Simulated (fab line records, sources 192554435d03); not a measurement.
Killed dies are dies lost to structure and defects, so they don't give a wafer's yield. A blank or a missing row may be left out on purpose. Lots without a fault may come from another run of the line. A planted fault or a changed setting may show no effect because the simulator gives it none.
A struck lot beside a sound one | flow n5_finfet | 32 steps out of a route of 1938
Sound: wafers L979.3, L979.5, L979.6. Struck: wafer L998.2. (L998.1, L998.3 of the same lot were not struck and are left out.) The cause comes at the end.
At each step with rows: each side's tool, then ch and its chambers, then its first start. Under that, the readings that differ: sound wafers | struck wafers | difference of the means | sigmas: that difference in standard deviations of wafers without a fault.
alike: readings whose means differ by less than 2 such deviations, and words and numbers that are the same on both sides. not compared: withheld readings, readings that some wafer has no value for, bounds like >300 that may hide the same value, and numbers for which the record gives no deviation and whose values overlap.
The two part at a step that has a row with sigmas, a row that says differs or no value, or rows on one side only. Numbers that don't overlap but have no deviation are shown without sigmas and don't part them. A reading that every wafer of one side lacks parts them only if that side has two wafers or more.

first, 2 steps without rows for these wafers: N5_ZERO_LAYER_PRECLEAN_00 (cleans in SPM, time 600 s); N5_ZERO_LAYER_SRD_01 (time 30 s, dry time 30 s).
N5_ZERO_LAYER_PECVD_02: deposits SiO2 from SiH4/N2O, target thk 10 nm, time 6 s.
  sound on pecvd-01 ch 1,2, day 2 00:17; struck on pecvd-01 ch 2, day 6 18:28
  alike: heater_power_outer_w, heater_power_w, showerhead_plenum_p_Torr
then, 13 steps without rows for these wafers: N5_ZERO_LAYER_HMDS_04 (time 60 s); N5_ZERO_LAYER_COAT_05 (resist thk 1000 nm); N5_ZERO_LAYER_EBR_07; N5_ZERO_LAYER_SOFTBAKE_06 (time 90 s); N5_ZERO_LAYER_EXPOSE_08 (exposes mask ZERO, defocus 0 nm, target cd 2000 nm); N5_ZERO_LAYER_PEB_09; N5_ZERO_LAYER_DEVELOP_10 (develop time 60 s); N5_ZERO_LAYER_HARDBAKE_23 (time 120 s); N5_ZERO_LAYER_DESCUM_16 (chemistry O2, time 7.9 s); N5_ZERO_LAYER_ETCH_17 (etches SiO2 in CF4, target depth 12 nm, time 13.3 s); N5_ZERO_LAYER_ETCH_18 (etches Si in HBr/Cl2, target depth 120 nm, time 40 s); N5_ZERO_LAYER_STRIP_24 (strips in O2); N5_ZERO_LAYER_STRIP_19 (strips in SPM, time 900 s).
N5_ZERO_LAYER_INSPECT_20: inspects for defects (darkfield).
  sound on defect_inspect-02, day 2 01:16; struck on defect_inspect-01, day 6 19:41
  reading          | sound    | struck | difference | sigmas
  raw_defect_count | 65 22 81 | 375    | +319       | +21
then, 8 steps without rows for these wafers: N5_WELL_APT_HMDS_01 (time 60 s); N5_WELL_APT_COAT_02 (resist thk 950 nm); N5_WELL_APT_EBR_04; N5_WELL_APT_SOFTBAKE_03 (time 60 s); N5_WELL_APT_EXPOSE_05 (exposes mask NWELL, defocus 0 nm, target cd 200 nm); N5_WELL_APT_PEB_06 (peb time 90 s); N5_WELL_APT_DEVELOP_07 (develop time 45 s); N5_WELL_APT_HARDBAKE_12 (time 120 s).
N5_WELL_APT_INSPECT_10: inspects for defects (macro).
  sound on defect_inspect-02, day 2 01:37; struck on defect_inspect-02, day 6 20:03
  reading          | sound | struck | difference | sigmas
  raw_defect_count | 1 2 1 | >300   | differs    |
then, 3 steps without rows for these wafers: N5_WELL_APT_DESCUM_13 (chemistry O2, time 7.9 s); N5_WELL_APT_IMPLANT_14; N5_WELL_APT_IMPLANT_15.
N5_WELL_APT_INSPECT_38: inspects for defects (darkfield).
  sound on defect_inspect-02, day 2 05:03; struck on defect_inspect-01, day 6 23:52
  reading          | sound    | struck | difference | sigmas
  raw_defect_count | 12 17 13 | 368    | +354       | +77
-- the record jumps here: 9 days lie between the struck wafers' starts before and after (it left off in module WELL_APT and takes up again in module BEOL_M4, whose first step shown is number 1111 of the route) --
N5_BEOL_M4_RC_MEAS_101:
  sound on prober-02 ch 0, day 9 04:32; struck on prober-01 ch 0, day 15 15:08
  alike: DIBL_N, DIBL_P, IOFF_N, IOFF_P, ION_N, ION_P, SS_N, SS_P, VT_N, VT_P
-- the record jumps here: 4 days lie between the struck wafers' starts before and after (it left off in module BEOL_M4 and takes up again in module PASSIVATION, whose first step shown is number 1936 of the route) --
N5_PASSIVATION_PROBE_49:
  the record has rows for the struck wafers here (prober-02, day 19 23:16) and none for the sound ones

WHERE THEY PART
First at N5_ZERO_LAYER_INSPECT_20; last, within this record, at N5_PASSIVATION_PROBE_49.

WHY: what the simulator had put in
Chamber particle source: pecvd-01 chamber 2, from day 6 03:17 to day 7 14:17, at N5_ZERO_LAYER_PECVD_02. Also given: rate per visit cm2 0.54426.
